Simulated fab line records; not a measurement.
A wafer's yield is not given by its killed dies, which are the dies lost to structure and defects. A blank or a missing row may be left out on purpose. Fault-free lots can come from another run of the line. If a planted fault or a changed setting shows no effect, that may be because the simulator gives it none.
Struck lot and sound lot, side by side :: flow nand-harc :: 15 out of 1302 route steps
Sound: wafers L549.1, L549.4, L549.6. Struck: wafers L560.3, L560.5, L560.6. At the end, the cause is stated.
Each step with rows lists, per side, the tool, then ch with its chambers, then its first start. Under that, the readings that differ: sound wafers :: struck wafers :: difference of the means :: sigmas: that difference in standard deviations of wafers without a fault.
alike: words and numbers the same on both sides, and readings whose means are apart by under 2 such deviations; not compared: readings that were withheld, readings missing a value for some wafer, numbers with overlapping values and no deviation given by the record, and bounds like >300 which may hide the same value.
A row with sigmas, a row that says differs or no value, or rows on one side alone: a step with any of these is where the two part. Non-overlapping numbers with no deviation appear without sigmas and do not part them. Lack of a reading on every wafer of one side parts them only where that side has two or more wafers.

first, 2 steps without rows for these wafers: NHARC_P_GATE_PEB_09 (peb time 85 s); NHARC_P_GATE_DEVELOP_10 (time 70 s).
NHARC_P_GATE_CD_MEAS_11: the cd target is 1640 nm.
  sound on cd-sem-02 ch 0, day 6 18:56; struck on cd-sem-02 ch 0, day 11 10:31
  alike: cd-nm
then, 1 step without rows for these wafers: NHARC_P_GATE_HARDBAKE_12 (time 80 s).
NHARC_P_GATE_DESCUM_13: chemistry O2, time 3 s.
  sound on rie-diel-11 ch 0,1,3, day 6 19:07; struck on rie-diel-03 ch 0,1, day 11 10:40
reading: showerhead-plenum-p-Torr (Torr)
sound: 1.84 1.81 1.91
struck: 2.06 2.06 2.01
difference: +0.19
sigmas: +3
  alike: drypump-motor-current-A, oes-product-au, rf-vpp-V, throttle-valve-pct
  not compared: rf-hours-counter-h
then, 6 steps without rows for these wafers: NHARC_P_GATE_ETCH_14 (etches SiO2 in dHF, target depth 48.8 nm); NHARC_P_GATE_STRIP_15 (strips in SPM, time 780 s); NHARC_P_GATE_PRECLEAN_71 (cleans in SC1); NHARC_P_GATE_SRD_72; NHARC_P_GATE_OXIDE_16 (material SiO2, target thk 3 nm, ox time 392 s); NHARC_P_GATE_CVD_17 (deposits poly-Si, target thk 150 nm, time 900 s).
NHARC_P_GATE_HM_DEP_102: deposits aC, target thk 120 nm.
  sound on acl-dep-01 ch 0, day 7 07:49; struck on acl-dep-03 ch 0, day 12 00:32
reading: susceptor-temp-C (C)
sound: 400.09 399.69 400.10
struck: - - -
difference: no value on the struck wafers
sigmas: 
  alike: throttle-valve-pct
NHARC_P_GATE_DEP_103: deposits SiON, target thk 30 nm.
  sound on pecvd-03 ch 0,2, day 7 08:32; struck on pecvd-03 ch 0,1, day 12 01:02
  no value came back on the struck wafers for heater-power-outer-w (W), heater-power-w (W); on the sound wafers heater-power-outer-w (W) reads 518 535 542
then, 1 step without rows for these wafers: NHARC_P_GATE_DEHYDRATE_18 (time 120 s).
-- break in the record here, with 19 days between the starts of the struck wafers on either side (left off in module P_GATE, picked up again in module END, where the first step shown is number 1302 on the route) --
NHARC_END_SORT_01:
  sound on prober-01 ch 0, day 26 18:53; struck on prober-01 ch 0, day 31 03:35
reading: hold
sound: - - -
struck: await-dispo/2.6h/scrap await-dispo/2.6h/scrap await-dispo/2.6h/scrap
difference: no value on the sound wafers
sigmas: 

reading: killed-at-periphery
sound: 6 4 2
struck: 632 613 636
difference: +623
sigmas: +99 or more

reading: killed-dies
sound: 69 57 53
struck: 677 677 677
difference: +617
sigmas: +31

reading: killed-short
sound: 3 1 1
struck: 7 5 4
difference: +4
sigmas: +2
  alike: killed-at-array, killed-at-other, killed-open

## WHERE THEY PART
Earliest at NHARC_P_GATE_DESCUM_13; latest, in this record, at NHARC_END_SORT_01.

WHY: what the simulator had put in
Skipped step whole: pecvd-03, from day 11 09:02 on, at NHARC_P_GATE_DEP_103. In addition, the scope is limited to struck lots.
